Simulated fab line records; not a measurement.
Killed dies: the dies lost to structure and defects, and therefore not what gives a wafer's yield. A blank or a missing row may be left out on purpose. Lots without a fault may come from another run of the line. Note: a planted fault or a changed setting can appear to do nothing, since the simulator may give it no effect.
8D (eight disciplines) problem report, filled in by code	flow n5-finfet	the parts of the form that need people (team, actions taken, sign-off) are left out

## 1. PROBLEM STATEMENT
A mean of 866.2 W is read at N5_HKMG_FIN_ETCH_54 for rf-fwd-power-W, taken on 1 wafer of 1 lot, against 539.4 W (standard deviation 2.5) on wafers free of any fault. So: +99 or more standard deviations from the usual mean.
The step: etches SiARC in CF4, target depth 45.5 nm, time 75.8 s.
The first sign was on wafer L527.6 at day 6 19:04, on rie-diel-04. At this step, 27 wafers from 9 lots have a number in the record. The rule behind "out" and "out of limits": a value lying over 4 standard deviations away from the usual mean. The rest of the wafers with a number are treated as sound.

## 2. WHAT IT IS, AND WHAT IT ISN'T
question	is	is not
which readings at this step	rf-fwd-power-W, etch-rf-on-time-s, rf-vpp-V	drypump-motor-current-A, oes-product-au, showerhead-plenum-p-Torr, throttle-valve-pct
which lots	L527	L518, L519, L520, L523, L531, L532, L534, L536
which wafers of those lots	L527.6	L527.3, L527.5
read on which tools	rie-diel-04	rie-diel-01, rie-diel-03
when	from day 6 19:04	up to then (14 sound wafers); but 12 sound wafers of L531, L532, L534, L536 came after

## 3. SUSPECTS, AND WHAT RULES EACH OUT
Counting: if a tool at a process step up to the reading ran every lot that is out, it stays a suspect. Sound lots after the first of them don't rule it out here, since some wafers of a struck lot are sound.
- ald-hk-02 at N5_HKMG_FIN_ALD_75 (deposits Al2O3, target thk 1 nm, co reactant pulse time 1 s): kept. It ran the lot that is out, L527 (day 6 18:22).
- rie-diel-04 at N5_HKMG_FIN_ETCH_54 (etches SiARC in CF4, target depth 45.5 nm, time 75.8 s): kept. The lot that is out, L527, ran on it at day 6 19:04; the last sound lot it ran before that was L523, at day 5 16:12. Out on those wafers are its own readings of etch-rf-on-time-s, rf-fwd-power-W, rf-vpp-V.
- At N5_HKMG_FIN_ETCH_54 on rie-diel-04, chamber 2 took the sound wafers of the same lots and chamber 1 took the wafers that are out.
After counting, ald-hk-02 at N5_HKMG_FIN_ALD_75 and rie-diel-04 at N5_HKMG_FIN_ETCH_54 remain.

## 4. THE CAUSE (what the simulator had put in)
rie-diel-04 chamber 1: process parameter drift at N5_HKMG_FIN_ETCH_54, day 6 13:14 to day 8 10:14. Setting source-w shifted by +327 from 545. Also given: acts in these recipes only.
2 suspects survive the count, and this tool is in that group.

## 5. THE CHAIN OF EFFECTS, in route order
One row per reading whose mean, taken over the struck wafers that have a number, lies over 3 standard deviations from the usual. Only readings for which the record gives a usual standard deviation are gone through. hours: the time from each lot's start at the first step in this table that gives one to its start at this step, as a median over the lots. sigmas: the change in usual standard deviations.
hours	step	reading	usual	on struck wafers	change	sigmas
0	N5_HKMG_FIN_ETCH_54	etch-rf-on-time-s	75.5 s	50.3	-25.2	-21
0	N5_HKMG_FIN_ETCH_54	rf-fwd-power-W	539.4 W	866.2	+326.8	+99 or more
0	N5_HKMG_FIN_ETCH_54	rf-vpp-V	183.9 V	157.4	-26.5	-24
It contains these process steps:
- N5_HKMG_FIN_ETCH_54: etches SiARC in CF4, target depth 45.5 nm, time 75.8 s.
Later measuring or inspecting steps at which every struck wafer that the step has a row for has a number for every such reading, and none has moved that far: N5_BEOL_M4_RC_MEAS_101.

## 6. WHAT WOULD HAVE CAUGHT IT SOONER
The fault began at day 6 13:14; the first out-of-limits reading in this record came at day 6 19:04, 6 hours later.
